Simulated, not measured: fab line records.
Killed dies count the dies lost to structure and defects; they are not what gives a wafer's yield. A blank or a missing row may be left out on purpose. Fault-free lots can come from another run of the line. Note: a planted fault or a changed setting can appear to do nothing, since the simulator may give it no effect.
fab line records	flow nandHarc
record: lots: 13	wafers: 39	lastDay: 33
route steps=1302 shown A_M1@1192 THIN_TSV@1259 END@1302
lots with no fault: from the same line, run without faults
startH: start of the lot's first displayed wafer, in hours after the record's first day	waitH: hours elapsed since this lot's preceding step	" as in the row above	L1.1+2: one row covering several wafers at once	- value missing, or start not given	* or withheld: withheld	< > ~ a bound
route shown NAME@n: a module of which the file shows steps, and the number in the route of the first	usual: average and standard deviation across the fault-free wafers	same: alike in all rows	chamber/n: place in a boat	sites: readings site by site	_std_site: the standard deviation of these	_edge_site: the outer-site mean with the inner-site mean subtracted	radiusMm: for every site, how far away it sits from the centre of the wafer	mask NAME#n: copy n	behind: the most recent tool/chamber to have shaped the wafer	hold: why the lot went on hold/how many hours it stayed there/how the hold came to an end	device: which transistor (n, p or np) failed to switch	end of line: the same wafers' tests at the end of the route	a step with no rows: only its recipe	killed: dies that structure and defects cost at the first sort, which is not the same as the wafer's yield	map: shows each die of a wafer: x if killed, . if not, _ if none is there
set.NAME: the run value of the setting; set.NAME@STEP: its run value at that earlier step	model.NAME: the simulator's own value behind a step, which no gauge read
steps of the route over a sample of lots; a table a step, a row a wafer
services: when a tool's chamber went out of use (startH, in hours from the record's first day, below 0 if earlier), for how many hours, and the reason
== steps ==
step: NHARC_A_M1_PVD_21
recipe: targetThkA: 300	chamberPressurePa: 5	powerW: 5000	substrateTempC: 30	timeS: 20.49	material: Cu
usual: throttleValvePct: 30.4/1.4
lot.wafer	tool	chamber	startH	waitH	throttleValvePct
L825.4	pvdSputter-03	-	540.73	-	30.1
L825.2	"	-	"	"	31.2
L825.3	"	-	"	"	30.1
L827.1	pvdSputter-03	-	541.94	-	31.5
L827.6	"	-	"	"	28.0
L827.5	"	-	"	"	29.5
L826.3	pvdSputter-01	-	547.01	-	30.5
L826.2	"	-	"	"	32.2
L826.5	"	-	"	"	30.2
L830.4	pvdSputter-03	-	594.02	-	30.0
L830.2	"	-	"	"	27.9
L830.5	"	-	"	"	31.3
L828.1	pvdSputter-03	-	598.01	-	29.9
L828.5	"	-	"	"	30.1
L828.6	"	-	"	"	28.0
L831.3	pvdSputter-01	-	598.79	-	30.8
L831.4	"	-	"	"	30.2
L831.6	"	-	"	"	32.9
L832.4	pvdSputter-02	-	605.43	-	28.4
L832.5	"	-	"	"	28.9
L832.6	"	-	"	"	30.2
L835.2	pvdSputter-03	-	628.09	-	27.9
L835.3	"	-	"	"	30.0
L835.4	"	-	"	"	31.2
L836.4	pvdSputter-01	-	638.52	-	30.3
L836.1	"	-	"	"	30.7
L836.5	"	-	"	"	32.2
L845.1	pvdSputter-02	-	733.45	-	30.4
L845.4	"	-	"	"	30.2
L845.5	"	-	"	"	30.4
L846.1	pvdSputter-01	-	734.93	-	30.4
L846.3	"	-	"	"	31.0
L846.4	"	-	"	"	32.2
L848.1	pvdSputter-01	-	745.83	-	32.4
L848.6	"	-	"	"	30.5
L848.5	"	-	"	"	32.5
L847.2	pvdSputter-03	-	747.65	-	32.7
L847.1	"	-	"	"	28.4
L847.3	"	-	"	"	29.8
step: NHARC_THIN_TSV_CD_MEAS_12
recipe: targetCdNm: 1000	landingEnergyEv: 500
usual: cdNm: 1001.3/2.7
lot.wafer	tool	chamber	startH	waitH	cdNm
L827.1	cdSem-03	0	578.54	-	1002.7
L827.5	"	0	"	"	1002.1
L827.6	"	0	"	"	1002.7
L825.2	cdSem-03	0	579.72	-	998.7
L825.3	"	0	"	"	1005.4
L825.4	"	0	"	"	1001.6
L826.2	cdSem-02	0	582.12	-	999.4
L826.3	"	0	"	"	999.4
L826.5	"	0	"	"	999.8
L830.2	cdSem-02	0	613.56	-	1002.2
L830.4	"	0	"	"	998.1
L830.5	"	0	"	"	1003.8
L828.1	cdSem-03	0	614.76	-	1001.7
L828.5	"	0	"	"	997.4
L828.6	"	0	"	"	1002.8
L831.3	cdSem-03	0	617.10	-	1005.6
L831.4	"	0	"	"	1001.9
L831.6	"	0	"	"	1004.2
L832.4	cdSem-03	0	624.01	-	998.8
L832.5	"	0	"	"	1000.6
L832.6	"	0	"	"	999.8
L835.2	cdSem-02	0	648.20	-	997.4
L835.3	"	0	"	"	1002.1
L835.4	"	0	"	"	1005.8
L836.1	cdSem-02	0	657.78	-	1000.2
L836.4	"	0	"	"	996.8
L845.1	cdSem-02	0	759.18	-	998.1
L845.4	"	0	"	"	996.3
L845.5	"	0	"	"	1003.6
L846.1	cdSem-02	0	760.28	-	998.1
L846.3	"	0	"	"	1003.5
L846.4	"	0	"	"	1001.7
L848.1	cdSem-02	0	764.47	-	1003.4
L848.5	"	0	"	"	1002.7
L848.6	"	0	"	"	1001.9
L847.1	cdSem-03	0	765.55	-	998.9
L847.2	"	0	"	"	998.8
L847.3	"	0	"	"	996.2
step: NHARC_THIN_TSV_STRIP_45
recipe: powerW: 1500	tempC: 250	chemistry: O2
usual: drypumpMotorCurrentA: 5.89/0.23	heaterPowerW: 297/29	rfReflPowerW: 19.9/2.6
lot.wafer	tool	chamber	startH	waitH	drypumpMotorCurrentA	heaterPowerW	rfHoursCounterH	rfReflPowerW
L827.1	plasmaAsher-02	0	579.57	0.1	6.18	283	28	19.5
L827.5	"	0	"	"	6.18	276	-	21.1
L827.6	"	1	"	"	5.74	289	-	22.7
L825.2	plasmaAsher-02	1	580.80	0.1	5.72	296	28	-
L825.4	"	0	"	"	6.17	275	-	-
L825.3	"	1	"	"	5.73	292	-	-
L826.2	plasmaAsher-01	1	583.15	0.1	5.57	359	9	16.2
L826.3	"	1	"	"	5.61	364	-	15.3
L826.5	"	0	"	"	5.89	288	-	19.1
L830.2	plasmaAsher-02	0	614.64	0.1	6.21	264	1	-
L830.4	"	0	"	"	6.18	275	-	-
L830.5	"	1	"	"	5.73	307	-	-
L828.1	plasmaAsher-02	1	615.85	0.1	5.74	290	1	-
L828.6	"	0	"	"	6.20	262	-	-
L828.5	"	1	"	"	5.74	295	-	-
L831.3	plasmaAsher-01	0	618.22	0.2	5.95	291	-	19.4
L831.4	"	1	"	"	5.61	364	-	15.5
L831.6	"	0	"	"	5.90	289	-	18.8
L832.4	plasmaAsher-02	0	625.17	0.2	6.21	265	-	21.5
L832.5	"	1	"	"	5.75	301	-	22.8
L832.6	"	0	"	"	6.21	274	-	20.5
L835.2	plasmaAsher-02	1	649.27	0.1	5.74	291	8	22.9
L835.4	"	0	"	"	6.20	275	-	19.9
L835.3	"	1	"	"	5.72	305	-	22.5
L836.1	plasmaAsher-02	1	658.82	0.1	5.76	298	11	22.9
L836.4	"	0	"	"	6.17	267	-	20.3
L845.1	plasmaAsher-02	1	760.22	0.1	5.75	296	34	-
L845.4	"	0	"	"	6.23	271	-	-
L845.5	"	1	"	"	5.72	296	-	-
L846.1	plasmaAsher-01	1	761.49	0.1	5.59	340	9	-
L846.4	"	0	"	"	5.87	298	-	-
L846.3	"	1	"	"	5.61	347	-	-
L848.1	plasmaAsher-02	1	765.69	0.1	5.75	301	35	22.6
L848.6	"	0	"	"	6.21	270	-	21.2
L848.5	"	1	"	"	5.73	298	-	22.2
L847.1	plasmaAsher-02	0	766.60	0.1	6.17	259	36	-
L847.2	"	1	"	"	5.75	302	36	-
L847.3	"	1	"	"	5.74	290	-	-
step: NHARC_THIN_TSV_ETCH_36
recipe: targetDepthA: 650	overEtchFrac: 0.3	timeS: 18.571	ionEnergyEv: 150	chemistry: Cl2/BCl3
usual: drypumpMotorCurrentA: 5.51/0.29	oesProductAu: 0.998/0.014
same: overEtchFrac: 0.3
lot.wafer	tool	chamber	startH	waitH	drypumpMotorCurrentA	oesProductAu	rfHoursCounterH
L827.1	rieMetal-01	1	585.02	0.2	5.73	0.972	0.2
L827.5	"	1	"	"	5.72	0.978	-
L827.6	"	0	"	"	5.12	0.993	-
L825.2	rieMetal-02	1	586.22	0.2	5.44	1.017	2.4
L825.3	"	1	"	"	5.45	1.009	-
L825.4	"	0	"	"	5.94	1.007	-
L826.2	rieMetal-01	0	588.65	0.2	5.13	0.986	0.4
L826.3	"	1	"	"	5.72	0.981	-
L826.5	"	1	"	"	5.72	0.985	-
L830.2	rieMetal-01	1	619.96	0.2	5.74	0.987	1.1
L830.4	"	1	"	"	5.75	0.995	-
L830.5	"	0	"	"	5.13	0.995	-
L828.1	rieMetal-03	0	621.08	0.2	5.61	0.985	1.9
L828.6	"	0	"	"	5.59	0.987	-
L828.5	"	1	"	"	5.20	0.992	-
L831.3	rieMetal-01	1	623.57	0.1	5.71	0.987	-
L831.4	"	0	"	"	5.14	0.989	-
L831.6	"	0	"	"	5.13	0.984	-
L832.4	rieMetal-03	1	630.47	0.2	5.20	1.001	-
L832.5	"	1	"	"	5.20	1.001	-
L832.6	"	0	"	"	5.61	0.983	-
L835.2	rieMetal-03	1	654.87	0.2	5.19	0.986	2.3
L835.4	"	1	"	"	5.20	0.987	-
L835.3	"	0	"	"	5.60	0.985	-
L836.1	rieMetal-02	0	664.30	0.2	5.94	1.026	0.6
L836.4	"	0	"	"	5.96	1.010	-
L845.1	rieMetal-01	0	765.69	0.2	5.15	1.003	0.2
L845.4	"	1	"	"	5.70	1.002	-
L845.5	"	1	"	"	5.68	0.992	-
L846.1	rieMetal-01	0	766.75	0.2	5.13	0.997	0.4
L846.3	"	0	"	"	5.14	0.993	-
L846.4	"	1	"	"	5.74	0.993	-
L848.1	rieMetal-03	1	771.08	0.2	5.22	1.008	1.4
L848.6	"	0	"	"	5.62	0.982	-
L848.5	"	1	"	"	5.20	1.012	-
L847.1	rieMetal-01	0	772.01	0.2	5.15	1.003	0.6
L847.2	"	1	"	"	5.74	0.997	0.6
L847.3	"	0	"	"	5.15	0.997	-
step: NHARC_END_SORT_01
recipe: tempC: 25
usual: defectLimitedYield: 91/3.1	killedAtArray: 59/21	killedAtOther: 1.0/1.1	killedAtPeriphery: 4.0/2.6	killedDies: 64/21	killedOpen: 3.2/1.7	killedShort: 2.5/1.5
same: grossDies: 677
lot.wafer	tool	chamber	startH	waitH	defectLimitedYield[%]	killedAtArray	killedAtOther	killedAtPeriphery	killedDies	killedOpen	killedShort
L836.1	prober-01	0	673.40	2.5	95	33	1	3	37	4	3
L836.4	prober-01	0	675.79	3.4	94	35	1	3	39	4	1
L836.5	prober-01	0	676.59	3.7	0	675	0	2	677	4	2
killed by level:class
L836.1 A_CHANNEL_HOLE_D2:chamberFilmFlake=13 A_CHANNEL_HOLE_D1:chamberFilmFlake=5 A_SLIT:chamberFilmFlake=3 P_ZERO_WELL:chamberFilmFlake=2 A_DECK1_JOINT:chamberFilmFlake=2 A_WL_FILL:chamberFilmFlake=2 P_GATE:geometricParticle:open=1 A_ONON_D1:geometricParticle:open=1
L836.4 A_CHANNEL_HOLE_D2:chamberFilmFlake=18 A_CHANNEL_HOLE_D1:chamberFilmFlake=6 A_BLC:geometricParticle:open=2 P_ZERO_WELL:chamberFilmFlake=2 A_SLIT:chamberFilmFlake=2 P_CONTACT:geometricParticle:open=1 A_CHANNEL_HOLE_D2:geometricParticle:open=1 A_M1:geometricParticle:short=1
L836.5 A_M1:areaPvd=637 A_CHANNEL_HOLE_D2:chamberFilmFlake=21 A_CHANNEL_HOLE_D1:chamberFilmFlake=4 A_CONTACT:chamberFilmFlake=4 A_SLIT:chamberFilmFlake=3 A_CHANNEL_HOLE_D2:geometricParticle:short=2 P_CONTACT:geometricParticle:open=1 P_M0:geometricParticle:open=1
== services ==
tool	chamber	startH	hours	kind
plasmaAsher-01	-	519.00	9.0	pm
rieMetal-03	-	519.00	9.0	pm
rieMetal-01	1	523.84	13.6	repair
pvdSputter-03	-	526.11	10.0	pm
pvdSputter-01	-	534.72	7.0	repair
pvdSputter-02	-	540.21	4.8	repair
rieMetal-03	-	571.65	0.6	repair
rieMetal-01	-	575.00	9.0	pm
pvdSputter-01	-	582.01	10.0	pm
plasmaAsher-01	-	600.34	0.9	repair
plasmaAsher-02	-	603.13	9.0	pm
rieMetal-02	-	603.92	1.2	repair
pvdSputter-01	-	614.95	0.8	repair
rieMetal-02	0	625.90	4.5	repair
rieMetal-01	-	627.83	0.1	repair
pvdSputter-02	-	638.04	10.0	pm
plasmaAsher-01	-	696.00	9.0	pm
rieMetal-03	-	696.00	9.0	pm
pvdSputter-03	-	704.11	10.0	pm
rieMetal-01	1	732.86	3.8	repair
plasmaAsher-01	-	740.60	0.6	repair
rieMetal-01	-	752.00	9.0	pm
plasmaAsher-02	-	753.46	4.4	repair
pvdSputter-01	-	760.01	10.0	pm
== key ==
firstSign: step: NHARC_END_SORT_01	reading: killedAtArray	direction: up	sigmas: 29	usual: 59	struck: 675
effect: step: NHARC_END_SORT_01	reading: defectLimitedYield	direction: down	sigmas: 29	usual: 91	struck: 0
moreKillsBornAt: NHARC_A_M1_PVD_21@pvdSputter-01: 637
metAt NHARC_A_M1_PVD_21
struckLots L836
struckWafers L836.5
laterRowsLeftOut L836.5
notActingAt NHARC_THIN_TSV_CD_MEAS_12,NHARC_THIN_TSV_STRIP_45,NHARC_THIN_TSV_ETCH_36
onsetBetween 547.01 638.52
fault: kind: processParameterDrift	tool: pvdSputter-01	chamber: -	onsetH: 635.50	steps: NHARC_A_M1_PVD_21	channel: targetThkA	offset: *	shape: step	endH: 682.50	actsIn: *	stated: *	scope: struckWafersOnly
laterRowsLeftOut: the simulator's readings of these wafers behind a module that went badly wrong aren't trusted and aren't shown, but for the sort
